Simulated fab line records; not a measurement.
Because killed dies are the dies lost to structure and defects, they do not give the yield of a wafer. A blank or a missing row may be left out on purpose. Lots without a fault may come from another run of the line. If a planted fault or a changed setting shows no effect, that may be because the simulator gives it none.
Chamber matching + flow n5_finfet + N5_BEOL_M9_ILD_DEP_00 on pecvd-04: 3 sister chambers
The step deposits SiCOH lowk from DEMS/porogen, target thk 308.51 nm, time 58 s. 22 wafers are shown with their chamber, then 11 later ones without.

## EACH WAFER AND ITS CHAMBER
| wafer  | chamber | showerhead_plenum_p_Torr (Torr) | heater_power_w (W) | throttle_valve_pct (%) |
|--------|---------|---------------------------------|--------------------|------------------------|
| L078.1 | 2       | 5.760                           | 271                | 14.3                   |
| L078.2 | 1       | 5.713                           | 281                | 14.4                   |
| L078.3 | 0       | 5.703                           | 288                | 13.8                   |
| L078.4 | 2       | 5.732                           | 273                | 14.2                   |
| L078.5 | 1       | 5.743                           | 285                | 13.9                   |
| L078.6 | 0       | 5.701                           | 306                | 14.0                   |
| L076.3 | 1       | 5.719                           | 253                | 14.2                   |
| L076.4 | 2       | 5.728                           | 277                | 14.1                   |
| L076.5 | 0       | 5.694                           | 326                | 14.0                   |
| L082.1 | 2       | 5.744                           | 299                | 14.4                   |
| L082.2 | 1       | 5.715                           | 232                | 14.5                   |
| L082.4 | 0       | 5.706                           | 272                | 13.9                   |
| L083.1 | 0       | 5.706                           | 339                | 14.2                   |
| L083.4 | 2       | 5.723                           | 299                | 14.2                   |
| L083.5 | 1       | 5.722                           | 264                | 14.3                   |
| L080.3 | 0       | 5.692                           | 340                | 13.8                   |
| L080.4 | 2       | 5.732                           | 260                | 14.4                   |
| L080.5 | 0       | 5.695                           | 338                | 14.1                   |
| L084.1 | 0       | 5.716                           | 312                | 14.1                   |
| L084.2 | 1       | 5.720                           | 219                | 14.2                   |
| L084.3 | 2       | 5.736                           | 306                | 14.2                   |
| L084.4 | 2       | 5.731                           | 323                | 14.1                   |

SIGNATURES (means of the wafers above)
| reading                  | chamber 0 | chamber 1 | chamber 2 | scatter within a chamber |
|--------------------------|-----------|-----------|-----------|--------------------------|
| showerhead_plenum_p_Torr | 5.70162   | 5.72200   | 5.73575   | 0.0101                   |
| heater_power_w           | 315.12    | 255.67    | 288.50    | 24.3                     |
| throttle_valve_pct       | 13.988    | 14.250    | 14.238    | 0.156                    |
Rule: for each reading, subtract the chamber's mean from the wafer's reading, divide by that reading's scatter and square the result; add these up over the readings and take the root, which gives the wafer's distance from the chamber. The wafer belongs to the nearest chamber; if the next one is less than 2 further off, it can't be placed. The scatter: take each reading less its chamber's mean, square it, sum over the shown wafers, divide by the number of wafers less the number of chambers, and take the root.

## WAFERS WITHOUT THEIR CHAMBER
| wafer  | showerhead_plenum_p_Torr (Torr) | heater_power_w (W) | throttle_valve_pct (%) |
|--------|---------------------------------|--------------------|------------------------|
| L084.5 | 5.734                           | 236                | 14.3                   |
| L084.6 | 5.692                           | 321                | 14.0                   |
| L090.1 | 5.699                           | 328                | 14.0                   |
| L090.2 | 5.735                           | 286                | 14.4                   |
| L090.4 | 5.743                           | 299                | 14.1                   |
| L097.2 | 5.711                           | 272                | 14.3                   |
| L097.4 | 5.718                           | 272                | 14.0                   |
| L097.6 | 5.689                           | 317                | 13.8                   |
| L095.3 | 5.732                           | 262                | 14.3                   |
| L095.4 | 5.710                           | 328                | 14.0                   |
| L095.5 | 5.711                           | 274                | 14.3                   |

## WHICH CHAMBER EACH ONE RAN IN
| wafer  | from the rows above          | in truth |
|--------|------------------------------|----------|
| L084.5 | can't be placed: 1 or 2      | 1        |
| L084.6 | 0                            | 0        |
| L090.1 | 0                            | 0        |
| L090.2 | can't be placed: 2 or 1      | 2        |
| L090.4 | can't be placed: 2 or 1      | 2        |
| L097.2 | can't be placed: 1 or 2 or 0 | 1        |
| L097.4 | can't be placed: 1 or 0 or 2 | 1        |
| L097.6 | 0                            | 0        |
| L095.3 | can't be placed: 1 or 2      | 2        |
| L095.4 | 0                            | 0        |
| L095.5 | can't be placed: 1 or 2 or 0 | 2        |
Correctly placed: 4 of 11. Unplaceable from these rows: 7, with the true chamber sitting among the candidates in 7. Wrongly placed: 0.
